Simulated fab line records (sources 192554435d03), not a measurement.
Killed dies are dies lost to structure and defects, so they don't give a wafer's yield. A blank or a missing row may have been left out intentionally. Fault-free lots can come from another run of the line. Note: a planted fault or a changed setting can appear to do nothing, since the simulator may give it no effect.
Split-lot trial + flow n5Finfet + route with 1938 steps; 7 lots, 21 wafers read

THE SPLIT
At N5_FIN_CUT_COAT_02 (resist thk 30 nm), the setting spinRpm was moved away from the recipe's 1500 rpm on 9 of the 21 wafers read, by -11.0% to +11.2%. The other wafers ran this setting at the recipe's value.

FROM THE SPLIT TO THE READING: what the file shows between them, 5 steps
- N5_FIN_CUT_EXPOSE_05: exposes mask FIN CUT (also split here: doseMj)
- N5_FIN_CUT_PEB_06: peb time 60 s
- N5_FIN_CUT_DEVELOP_07: develop time 30 s
- N5_FIN_CUT_CD_MEAS_08: target cd 29.1 nm
- N5_FIN_CUT_DESCUM_13: chemistry O2, time 7 s

THE READING
CAR-EUV_of_FIN_CUT_COAT_02.thkNm (the simulator's own value, which no gauge read), in nm, at N5_FIN_CUT_ETCH_30 (etches underlayer in N2/H2, target depth 13 nm, time 10.4 s). There is no usual value for it anywhere in the file. Here, 12 wafers ran the recipe; their average is 14.7 nm with a standard deviation of 0.14 nm.

| wafer  | tool, chamber at the split | spinRpm as run, rpm | against the recipe | CAR-EUV_of_FIN_CUT_COAT_02.thkNm, nm | against lot-mates on the recipe |
|--------|----------------------------|---------------------|--------------------|--------------------------------------|---------------------------------|
| L075.1 | lithoTrack-01, 0           | 1500                | recipe             | 14.8                                 | -                               |
| L075.3 | lithoTrack-01, 0           | 1500                | recipe             | 14.6                                 | -                               |
| L075.4 | lithoTrack-01, 0           | 1457                | -2.9%              | 15                                   | +0.3                            |
| L077.2 | lithoTrack-01, 0           | 1500                | recipe             | 14.6                                 | -                               |
| L077.3 | lithoTrack-01, 0           | 1630                | +8.7%              | 13.2                                 | -1.4                            |
| L077.6 | lithoTrack-01, 0           | 1630                | +8.7%              | 13.2                                 | -1.4                            |
| L078.2 | lithoTrack-01, 0           | 1339                | -10.7%             | 16.4                                 | no lot-mate on the recipe       |
| L078.4 | lithoTrack-01, 0           | 1339                | -10.7%             | 16.2                                 | no lot-mate on the recipe       |
| L078.5 | lithoTrack-01, 0           | 1339                | -10.7%             | 16.4                                 | no lot-mate on the recipe       |
| L082.2 | lithoTrack-05, 0           | 1500                | recipe             | 14.8                                 | -                               |
| L082.4 | lithoTrack-05, 0           | 1500                | recipe             | 14.8                                 | -                               |
| L082.6 | lithoTrack-05, 0           | 1500                | recipe             | 14.8                                 | -                               |
| L084.1 | lithoTrack-05, 0           | 1500                | recipe             | 14.8                                 | -                               |
| L084.3 | lithoTrack-05, 0           | 1335                | -11.0%             | 16                                   | +1.2                            |
| L084.6 | lithoTrack-05, 0           | 1335                | -11.0%             | 16.4                                 | +1.6                            |
| L091.1 | lithoTrack-04, 0           | 1500                | recipe             | 14.6                                 | -                               |
| L091.2 | lithoTrack-04, 0           | 1500                | recipe             | 14.4                                 | -                               |
| L091.3 | lithoTrack-04, 0           | 1668                | +11.2%             | 13.2                                 | -1.3                            |
| L095.3 | lithoTrack-01, 0           | 1500                | recipe             | 14.4                                 | -                               |
| L095.5 | lithoTrack-01, 0           | 1500                | recipe             | 14.6                                 | -                               |
| L095.6 | lithoTrack-01, 0           | 1500                | recipe             | 14.6                                 | -                               |

THE FIT
A straight line over all 21 wafers: CAR-EUV_of_FIN_CUT_COAT_02.thkNm changes by -0.15 nm for each +1% of spinRpm; r = -0.99; the points scatter about the line by 0.16 nm.
The same after taking each lot's own level away (the mean of its wafers on the recipe; 18 wafers): -0.134 nm for each +1%; r = -0.98; scatter 0.14 nm.
According to that fit, moving spinRpm by its largest amount changes the reading by 1.5 nm.
Across the lots, their own levels run from 14.50 to 14.80 nm, a range of 2.1 times the standard deviation given above.
So the lot-to-lot level changes the slope: the two fits differ.
Check: with one of the wafers moved furthest among these (+11.2%) left out of the fit, the line predicts -1.62 nm for it against its lot-mates. Against them it came out at -1.3 nm.

OTHER SPLITS APPLIED TO THESE WAFERS
Before the reading, these wafers also passed through other splits. Each is held against what the fit with the lots' levels taken away leaves over:
| other split on the same wafers        | wafers away from the commonest value | r with CAR-EUV_of_FIN_CUT_COAT_02.thkNm (lot level and that fit taken away) |
|---------------------------------------|--------------------------------------|-----------------------------------------------------------------------------|
| N5_ZERO_LAYER_PECVD_02 timeS          | 10                                   | +0.36                                                                       |
| N5_ZERO_LAYER_COAT_05 spinRpm         | 4                                    | -0.05                                                                       |
| N5_ZERO_LAYER_DEVELOP_10 developTimeS | 6                                    | +0.15                                                                       |
| N5_WELL_APT_COAT_02 spinRpm           | 5                                    | -0.15                                                                       |
| N5_FIN_SAQP_COAT_50 spinRpm           | 7                                    | -0.39                                                                       |
| N5_FIN_SAQP_PEB_14 pebTimeS           | 10                                   | +0.44                                                                       |
| N5_FIN_CUT_EXPOSE_05 doseMj           | 9                                    | -0.29                                                                       |

THE WHOLE CHAIN: every reading that the file lists as answering this split, in the file's order
| step                  | what it does                                                | reading                                                                           | change (the file's fit)               | r (the file's) |
|-----------------------|-------------------------------------------------------------|-----------------------------------------------------------------------------------|---------------------------------------|----------------|
| N5_FIN_CUT_COAT_02    | resist thk 30 nm                                            | CAR-EUV_of_FIN_CUT_COAT_02.thkNm (the simulator's own value, which no gauge read) | -0.148 nm for each +1% of the setting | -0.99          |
| N5_FIN_CUT_DEVELOP_07 | develop time 30 s                                           | CAR-EUV_of_FIN_CUT_COAT_02.thkNm (the simulator's own value, which no gauge read) | -0.139 nm for each +1% of the setting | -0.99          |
| N5_FIN_CUT_ETCH_30    | etches underlayer in N2/H2, target depth 13 nm, time 10.4 s | CAR-EUV_of_FIN_CUT_COAT_02.thkNm (the simulator's own value, which no gauge read) | -0.13 nm for each +1% of the setting  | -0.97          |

FILE'S OWN FIT
CAR-EUV_of_FIN_CUT_COAT_02.thkNm changes by -0.13 nm for each +1% of spinRpm, r = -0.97.
